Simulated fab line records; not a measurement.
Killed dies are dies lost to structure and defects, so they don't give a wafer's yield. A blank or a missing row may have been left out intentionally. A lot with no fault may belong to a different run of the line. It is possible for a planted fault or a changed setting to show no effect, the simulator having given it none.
Which tool was responsible? | flow nand_harc | 14 lots, 42 wafers sampled, at 2 steps of a route of 1302

## WHAT THE GAUGES READ, wafer by wafer
NHARC_P_M1_INSPECT_27.
lot  | measured     | on                | raw_defect_count
L535 | day 6 08:33  | defect_inspect-01 | 252 238 408
L537 | day 7 00:25  | defect_inspect-02 | 350 262 302
L536 | day 7 00:54  | defect_inspect-02 | 234 328 246
L538 | day 7 10:43  | defect_inspect-01 | 353 324 316
L539 | day 7 23:24  | defect_inspect-02 | 156 143 169
L540 | day 8 08:40  | defect_inspect-01 | 319 419 161
L541 | day 8 17:37  | defect_inspect-02 | 342 281 285
L543 | day 9 12:04  | defect_inspect-01 | 225 235 257
L548 | day 11 19:02 | defect_inspect-02 | 319 285 367
L550 | day 12 13:43 | defect_inspect-01 | 196 148 211
L551 | day 13 02:25 | defect_inspect-02 | 269 146 207
L554 | day 14 01:49 | defect_inspect-02 | 286 266 234
L557 | day 15 19:26 | defect_inspect-02 | 385 231 226
L558 | day 16 01:30 | defect_inspect-02 | 232 400 334

NHARC_P_M2_INSPECT_11.
lot  | measured     | on                | raw_defect_count
L535 | day 6 09:56  | defect_inspect-01 | 5 5 4
L537 | day 7 01:59  | defect_inspect-01 | 6 3 3
L536 | day 7 02:34  | defect_inspect-01 | 5 5 2
L538 | day 7 12:07  | defect_inspect-02 | 2 6 1
L539 | day 8 00:56  | defect_inspect-02 | 8 8 5
L540 | day 8 10:22  | defect_inspect-02 | 5 2 0
L541 | day 8 19:01  | defect_inspect-02 | 4 2 3
L543 | day 9 13:35  | defect_inspect-02 | 0 4 6
L548 | day 11 20:33 | defect_inspect-02 | 7 6 4
L550 | day 12 15:14 | defect_inspect-02 | 1 2 1
L551 | day 13 03:49 | defect_inspect-02 | 7 4 5
L554 | day 14 03:21 | defect_inspect-02 | 8 7 7
L557 | day 15 20:56 | defect_inspect-01 | 8 7 3
L558 | day 16 02:53 | defect_inspect-02 | 1 3 4

## WHAT TOOL EACH LOT RAN ON (gives the tool, then ch and the chambers of the sampled wafers, and finally the start)
The record shows no process step preceding these readings.

## WHAT THE TOOLS THEMSELVES READ (means of the sampled wafers that have a number; where no wafer has one, the mark that the record gives instead)
The record holds no such reading with a usual standard deviation.

## THE ANSWER, worked out from the rows above alone
Rule: the lots themselves supply what counts as usual. Put in order of their means at a reading, lots are off if they are a third of the lots or fewer, leave a main group of 4 or more, and stand apart from it by a gap of 3 or more times the standard deviation of the main group's means; of several such gaps the widest counts. A main group whose means are all the same, to the digits that the tables above print for the reading, isn't used. A lot without any number at a reading at which 4 lots or more have one is off too. Where the step has rows for the other lots, those lots are counted as sound. After the gauges, taken in route order, come the tools' own readings; for these a lot's mean is taken, as printed above. The first step at which some lot is off is used, and at that step the reading that is off furthest; a lot without a number counts as furthest.
None of the lots is off at any reading shown; this tells nothing.

## WHAT THE SIMULATOR PUT IN
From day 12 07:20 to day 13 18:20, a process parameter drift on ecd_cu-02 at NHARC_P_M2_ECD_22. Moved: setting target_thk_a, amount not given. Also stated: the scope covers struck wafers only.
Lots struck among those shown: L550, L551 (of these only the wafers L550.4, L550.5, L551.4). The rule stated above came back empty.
